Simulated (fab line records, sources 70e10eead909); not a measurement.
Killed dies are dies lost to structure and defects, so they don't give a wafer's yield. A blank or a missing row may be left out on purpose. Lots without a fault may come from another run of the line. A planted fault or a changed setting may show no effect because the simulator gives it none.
A struck lot beside a sound one | flow nand_harc | 12 steps out of a route of 1302
Sound: wafers L598.3, L598.4, L598.6. Struck: wafers L609.1, L609.2, L609.3. The cause comes at the end.
At each step with rows: each side's tool, then ch and its chambers, then its first start. Under that, the readings that differ: sound wafers | struck wafers | difference of the means | sigmas: that difference in standard deviations of wafers without a fault.
alike: readings whose means differ by less than 2 such deviations, and words and numbers that are the same on both sides. not compared: withheld readings, readings that some wafer has no value for, bounds like >300 that may hide the same value, and numbers for which the record gives no deviation and whose values overlap.
The two part at a step that has a row with sigmas, a row that says differs or no value, or rows on one side only. Numbers that don't overlap but have no deviation are shown without sigmas and don't part them. A reading that every wafer of one side lacks parts them only if that side has two wafers or more.

NHARC_A_WL_FILL_INSPECT_15:
  sound on defect_inspect-02, day 24 20:57; struck on defect_inspect-01, day 29 13:23
  reading          | sound       | struck       | difference | sigmas
  raw_defect_count | 326 427 449 | 1159 636 739 | +444       | +3
NHARC_A_CONTACT_DEP_24: deposits SiO2, target thk 500 nm.
  sound on pecvd-02 ch 1,2, day 24 21:05; struck on pecvd-03 ch 0,1,2, day 29 13:27
  reading              | sound          | struck         | difference | sigmas
  showerhead_vpp_V (V) | 1702 1881 1717 | 2026 1859 1916 | +167       | +2
  alike: heater_power_w, throttle_valve_pct
NHARC_A_CONTACT_DEP_28: deposits aC, target thk 7000 nm.
  sound on acl_dep-03 ch 0, day 24 23:44; struck on acl_dep-03 ch 0, day 29 14:52
  alike: throttle_valve_pct
NHARC_A_CONTACT_DEP_29: deposits SiON, target thk 100 nm.
  sound on pecvd-04 ch 0,1,2, day 25 02:35; struck on pecvd-02 ch 0,1,2, day 29 19:11
  alike: heater_power_w, showerhead_vpp_V
then, 5 steps without rows for these wafers: NHARC_A_CONTACT_DEHYDRATE_32 (time 120 s); NHARC_A_CONTACT_HMDS_33 (time 30 s); NHARC_A_CONTACT_COAT_34 (time 75 s); NHARC_A_CONTACT_COAT_35 (time 65 s); NHARC_A_CONTACT_COAT_36 (resist thk 90 nm).
NHARC_A_CONTACT_SOFTBAKE_37: time 55 s.
  sound on litho_track-06 ch 0, day 25 02:00; struck on litho_track-04 ch 0, day 29 19:00
  reading                  | sound                | struck               | difference | sigmas
  heater_power_total_W (W) | 188.45 188.39 188.48 | 182.36 182.34 182.21 | -6.14      | -44
then, 2 steps without rows for these wafers: NHARC_A_CONTACT_EBR_38; NHARC_END_SORT_01.

WHERE THEY PART
First at NHARC_A_WL_FILL_INSPECT_15; last, within this record, at NHARC_A_CONTACT_SOFTBAKE_37.

WHY: what the simulator had put in
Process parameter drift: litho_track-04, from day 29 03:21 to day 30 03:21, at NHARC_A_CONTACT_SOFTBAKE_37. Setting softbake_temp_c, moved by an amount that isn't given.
